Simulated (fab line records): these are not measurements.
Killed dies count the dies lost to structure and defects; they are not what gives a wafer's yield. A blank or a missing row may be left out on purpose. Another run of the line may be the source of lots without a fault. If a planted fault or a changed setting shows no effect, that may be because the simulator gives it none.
Which tool was responsible?	flow n5_finfet	69 wafers sampled from 23 lots at 1 step of a route of 1938

WHAT THE GAUGES SHOWED, per wafer
N5_WELL_APT_INSPECT_10: inspects for defects (macro). Usual: raw_defect_count 2.3, standard deviation 1.5.
lot	measured	on	raw_defect_count	flag
L074	day 1 13:46	defect_inspect-02	3 0 3	
L075	day 1 19:50	defect_inspect-02	2 2 4	
L076	day 2 03:02	defect_inspect-02	3 1 1	
L077	day 2 08:04	defect_inspect-02	3 2 0	
L078	day 2 13:37	defect_inspect-01	2 2 3	
L080	day 3 01:44	defect_inspect-02	1 5 1	
L081	day 3 07:44	defect_inspect-01	2 1 3	
L082	day 3 14:03	defect_inspect-01	0 1 3	
L083	day 3 19:58	defect_inspect-01	0 1 3	
L084	day 4 01:59	defect_inspect-01	2 1 2	
L085	day 4 07:37	defect_inspect-02	2 1 3	
L086	day 4 14:13	defect_inspect-02	2 3 4	
L087	day 4 19:57	defect_inspect-02	3 2 0	
L088	day 5 01:37	defect_inspect-02	5 2 3	
L089	day 5 07:46	defect_inspect-02	3 3 1	
L090	day 5 13:44	defect_inspect-01	1 0 2	
L091	day 5 20:11	defect_inspect-01	3 5 2	
L092	day 6 01:56	defect_inspect-01	1 3 4	
L093	day 6 07:52	defect_inspect-02	1 5 2	
L094	day 6 13:52	defect_inspect-02	3 1 2	
L095	day 6 20:05	defect_inspect-01	0 2 2	
L096	day 7 02:00	defect_inspect-02	2 2 3	
L097	day 7 07:45	defect_inspect-01	5 1 2	

WHAT TOOL EACH LOT RAN ON (gives the tool, then ch and the chambers of the sampled wafers, and finally the start)
Before these readings, the record contains no process step.

AS READ BY THE TOOLS THEMSELVES (means over the sampled wafers that have a number; for cases with no such wafer, the mark the record gives instead)
The record holds no such reading with a usual standard deviation.

THE ANSWER, worked out from the rows above alone
Rule: a lot counts as off when the mean over its wafers that have a number is more than 3 standard deviations away from the usual mean. Also off: a lot with no number at a reading for which 4 or more lots have one. Any other lot the step has rows for is counted as sound. The gauges are gone through in route order, then the tools' own readings, and for those a lot's mean is taken as printed above. At the first step where some lot is off, the reading lying furthest off is the one used; lots without a number count as furthest.
No lot is off on any of the readings shown, so nothing can be concluded from this.

WHAT THE SIMULATOR PUT IN
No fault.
